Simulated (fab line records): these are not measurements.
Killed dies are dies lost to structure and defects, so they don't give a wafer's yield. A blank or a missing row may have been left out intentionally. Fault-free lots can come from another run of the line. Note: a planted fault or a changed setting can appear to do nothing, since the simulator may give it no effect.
One fault through the eyes of 3 desks | flow n5 finfet | each desk has only its own numbers; what lay behind them comes last

== FROM THE METROLOGY DESK ==
What the gauges read, lot by lot, whatever tool the lot ran on: means of the sampled wafers that have a number. A lot is out of limits, marked OUT, if its mean lies more than 4 standard deviations from the usual mean; the brackets give that distance.
Columns: A = cd nm at N5_ZERO_LAYER_CD_MEAS_11, usual 1999.2 nm; B = cd nm at N5_WELL_APT_CD_MEAS_08, usual 200.2 nm; C = NWELL_OVL at N5_WELL_APT_OVL_MEAS_09, usual -4 nm
lot  | first seen here | A      | B     | C
L830 | day 2 06:40     | 1998.0 | 198.2 | -6
L832 | day 2 18:44     | 1999.7 | 202.2 | -3
L834 | day 3 06:38     | 1998.2 | 197.3 | -8
L838 | day 4 06:46     | 1999.3 | 195.6 | -6
L841 | day 5 00:38     | 2001.2 | 199.9 | -2
L846 | day 6 06:38     | 1997.7 | 199.5 | -7
This desk found nothing out of limits on any of the 6 lots.

== THE DEFECT DESK ==
For each lot, the counts of the inspections along the route, averaged over the sampled wafers that have a number. A lot is out of limits, marked OUT, if its mean lies more than 4 standard deviations from the usual mean; the brackets give that distance.
Columns: A = raw defect count at N5_ZERO_LAYER_INSPECT_20, usual 35; B = raw defect count at N5_WELL_APT_INSPECT_10, usual 2.1
lot  | first seen here | A  | B
L830 | day 2 08:22     | 37 | 1.0
L832 | day 2 19:33     | 33 | 1.7
L834 | day 3 07:15     | 46 | 2.7
L838 | day 4 07:31     | 46 | 2.3
L841 | day 5 01:28     | 33 | 2.0
L846 | day 6 07:38     | 29 | 1.7
This desk found nothing out of limits on any of the 6 lots.

== TOOL OWNER'S DESK, litho track-02 ==
The tool's own readings at N5_WELL_APT_COAT_02 (resist thk 950 nm): means of the sampled wafers that have a number, for each lot that ran on this tool. A lot is out of limits, marked OUT, if its mean lies more than 4 standard deviations from the usual mean; the brackets give that distance.
Columns: A = spin speed rpm at N5_WELL_APT_COAT_02, usual 1357.0 rpm
lot  | first seen here | A
L832 | day 2 19:35     | 1357.5
L834 | day 3 07:17     | 1114.2 (-99 or more) OUT
L838 | day 4 07:32     | 1114.2 (-99 or more) OUT
This desk finds L834, L838 out of limits, L834 being first, at day 3 07:17 (spin speed rpm at N5_WELL_APT_COAT_02). L832 stayed within limits.

== ALL TOGETHER ==
The tool owner's desk had the chance to raise an alarm at day 3 07:17 on L834, L838.
Nothing out of limits was seen by the metrology desk.
Nothing out of limits was seen by the defect desk.
The metrology desk has L834, L838 on record, within its limits.
The defect desk has L834, L838 on record, within its limits.
On litho track-02, each named lot ran N5_WELL_APT_COAT_02.

== WHAT WAS PUT IN BY THE SIMULATOR ==
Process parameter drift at N5_WELL_APT_COAT_02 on litho track-02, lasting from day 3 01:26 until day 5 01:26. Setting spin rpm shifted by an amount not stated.
Struck lots among those shown: L834, L838.
Each desk's first reading out of limits, in hours after the fault started: the tool owner's desk, 6.
